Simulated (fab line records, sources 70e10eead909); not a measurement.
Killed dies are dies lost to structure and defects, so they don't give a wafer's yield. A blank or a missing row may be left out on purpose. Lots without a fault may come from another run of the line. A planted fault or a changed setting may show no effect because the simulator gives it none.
A struck lot beside a sound one | flow nand_harc | 26 steps out of a route of 1159
Sound: wafers L368.2, L368.4, L368.5. Struck: wafers L377.1, L377.4, L377.5. The cause comes at the end.
At each step with rows: each side's tool, then ch and its chambers, then its first start. Under that, the readings that differ: sound wafers | struck wafers | difference of the means | sigmas: that difference in standard deviations of wafers without a fault.
alike: readings whose means differ by less than 2 such deviations, and words and numbers that are the same on both sides. not compared: withheld readings, readings that some wafer has no value for, bounds like >300 that may hide the same value, and numbers for which the record gives no deviation and whose values overlap.
The two part at a step that has a row with sigmas, a row that says differs or no value, or rows on one side only. Numbers that don't overlap but have no deviation are shown without sigmas and don't part them. A reading that every wafer of one side lacks parts them only if that side has two wafers or more.

first, 5 steps without rows for these wafers: NHARC_P_GATE_STRIP_15 (strips in SPM, time 780 s); NHARC_P_GATE_PRECLEAN_71 (cleans in SC1); NHARC_P_GATE_SRD_72; NHARC_P_GATE_OXIDE_16 (material SiO2, target thk 3 nm, ox time 392 s); NHARC_P_GATE_CVD_17 (deposits poly-Si, target thk 150 nm, time 900 s).
NHARC_P_GATE_HM_DEP_102: deposits aC, target thk 120 nm.
  sound on acl_dep-03 ch 0, day 5 09:16; struck on acl_dep-03 ch 0, day 7 21:14
  alike: throttle_valve_pct
NHARC_P_GATE_DEP_103: deposits SiON, target thk 30 nm.
  sound on pecvd-04 ch 0,1, day 5 09:53; struck on pecvd-01 ch 0,1, day 7 21:56
  alike: heater_power_outer_w, heater_power_w
then, 5 steps without rows for these wafers: NHARC_P_GATE_DEHYDRATE_18 (time 120 s); NHARC_P_GATE_HMDS_19 (time 30 s); NHARC_P_GATE_COAT_20 (resist thk 90 nm); NHARC_P_GATE_SOFTBAKE_21 (time 55 s); NHARC_P_GATE_EBR_22.
NHARC_P_GATE_EXPOSE_23: exposes mask P GATE, target cd 120 nm.
  sound on arfi_scanner-02 ch 0, day 5 10:23; struck on arfi_scanner-01 ch 0, day 7 22:26
  reading | sound                      | struck                              | difference | sigmas
  mask    | P_GATE#0 P_GATE#0 P_GATE#0 | P_GATE_R1#0 P_GATE_R1#0 P_GATE_R1#0 | differs    |
then, 2 steps without rows for these wafers: NHARC_P_GATE_PEB_24 (peb time 65 s); NHARC_P_GATE_DEVELOP_25 (develop time 35 s).
NHARC_P_GATE_CD_MEAS_26: target cd 120 nm.
  sound on cd_sem-03 ch 0, day 5 10:31; struck on cd_sem-03 ch 0, day 7 22:35
  reading    | sound             | struck            | difference | sigmas
  cd_nm (nm) | 119.0 120.2 118.5 | 110.9 111.1 109.7 | -8.7       | -9
NHARC_P_GATE_OVL_MEAS_27:
  sound on overlay-02, day 5 10:37; struck on overlay-02, day 7 22:40
  alike: overlay_x_nm, overlay_y_nm
NHARC_P_GATE_INSPECT_28:
  sound on defect_inspect-02, day 5 10:38; struck on defect_inspect-02, day 7 22:42
  alike: raw_defect_count
NHARC_P_GATE_DESCUM_31: chemistry O2, time 3 s.
  sound on rie_diel-12 ch 0,1,3, day 5 10:42; struck on rie_diel-11 ch 0,1, day 7 22:46
  reading                 | sound             | struck            | difference | sigmas
  model.P_GATE.cd_nm (nm) | 119.3 120.1 118.3 | 110.2 111.8 110.4 | -8.4       |
  alike: drypump_motor_current_A, oes_product_au, rf_vpp_V, showerhead_plenum_p_Torr, throttle_valve_pct
  not compared: rf_hours_counter_h
NHARC_P_GATE_ETCH_104: etches the open film in CF4/CHF3, target depth 60 nm.
  sound on rie_diel-12 ch 1,2, day 5 10:47; struck on rie_diel-11 ch 1,3, day 7 22:51
  alike: drypump_motor_current_A, oes_product_au, rf_vpp_V, showerhead_plenum_p_Torr, throttle_valve_pct
then, 2 steps without rows for these wafers: NHARC_P_GATE_HM_OPEN_105 (chemistry O2/COS, target depth 360 nm); NHARC_P_GATE_STRIP_106 (strips in O2/COS).
NHARC_P_GATE_ETCH_114: etches the open film in CF4/O2, target depth 30 nm, overetch 3 nm, time 16.5 s.
  sound on rie_diel-12 ch 1,2,3; struck on rie_diel-11 ch 0,1
  alike: drypump_motor_current_A, oes_product_au, rf_vpp_V, showerhead_plenum_p_Torr, throttle_valve_pct
  not compared: rf_hours_counter_h
NHARC_P_GATE_ETCH_32: etches the open film in HBr/Cl2, target depth 150 nm, time 100.1 s.
  sound on rie_si-02 ch 0,3, day 5 11:11; struck on rie_si-02 ch 2,3, day 7 23:18
  reading                 | sound           | struck            | difference | sigmas
  model.P_GATE.cd_nm (nm) | 114.4 116 119.9 | 109.1 110.1 106.9 | -8.1       |
  alike: drypump_motor_current_A, hbr_flow_sccm, oes_product_au, throttle_valve_pct
  not compared: rf_hours_counter_h
NHARC_P_GATE_STRIP_108: strips in O2.
  sound on rie_diel-12 ch 1,2,3, day 5 11:20; struck on rie_diel-11 ch 0,2, day 7 23:26
  alike: drypump_motor_current_A, oes_product_au, rf_vpp_V, showerhead_plenum_p_Torr, throttle_valve_pct
  not compared: rf_hours_counter_h
-- the record jumps here: 14 days lie between the struck wafers' starts before and after (it left off in module P_GATE and takes up again in module END, whose first step shown is number 1159 of the route) --
NHARC_END_SORT_01:
  the record has rows for the struck wafers here (prober-02 ch 0, day 22 03:38) and none for the sound ones

WHERE THEY PART
First at NHARC_P_GATE_EXPOSE_23; last, within this record, at NHARC_END_SORT_01.

WHY: what the simulator had put in
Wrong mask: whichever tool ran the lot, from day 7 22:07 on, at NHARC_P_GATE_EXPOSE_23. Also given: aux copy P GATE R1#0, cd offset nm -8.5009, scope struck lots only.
